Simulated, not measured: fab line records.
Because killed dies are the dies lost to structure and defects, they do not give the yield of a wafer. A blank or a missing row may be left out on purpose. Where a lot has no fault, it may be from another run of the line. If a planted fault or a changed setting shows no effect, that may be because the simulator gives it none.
Matching of chambers	flow n5_finfet	pecvd-02 running N5_BEOL_M4_ILD_DEP_00: 3 sister chambers
The step deposits SiOC from DEMS/O2, target thk 79 nm, time 15.3 s. 3 wafers are shown with their chamber, then 12 later ones without.

## WAFERS, EACH WITH ITS CHAMBER
wafer	chamber	heater_power_w (W)
L092.4	1	461
L092.5	0	556
L092.6	2	581

## WAFERS MISSING THEIR CHAMBER
wafer	heater_power_w (W)
L095.1	568
L095.3	568
L095.5	447
L094.1	471
L094.2	503
L094.3	453
L094.4	518
L094.5	453
L094.6	493
L096.1	545
L096.5	556
L096.6	554

## EACH ONE'S CHAMBER
wafer	from the rows above	in truth
L095.1	can't be placed: 0 or 2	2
L095.3	can't be placed: 0 or 2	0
L095.5	1	1
L094.1	1	1
L094.2	can't be placed: 1 or 0 or 2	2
L094.3	1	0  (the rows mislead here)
L094.4	can't be placed: 0 or 1 or 2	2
L094.5	1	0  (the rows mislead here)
L094.6	can't be placed: 1 or 0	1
L096.1	can't be placed: 0 or 2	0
L096.5	can't be placed: 0 or 2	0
L096.6	can't be placed: 0 or 2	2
Correctly placed: 2 of 12. From these rows, 8 cannot be placed; in 8 the true chamber is one of the candidates. Wrongly placed: 2.
How it was worked out, from the rows above alone: a wafer's distance from a chamber is the root of the sum, over the readings, of the square of ((its reading less the chamber's mean) divided by the reading's scatter). If the next closest chamber is less than 2 further off than the closest, the wafer can't be placed; otherwise it belongs to the closest. A chamber's mean is the mean of its shown wafers. The scatter (one wafer shown for each chamber): square how far every hidden wafer sits from the nearest shown wafer, average those squares and take the square root.
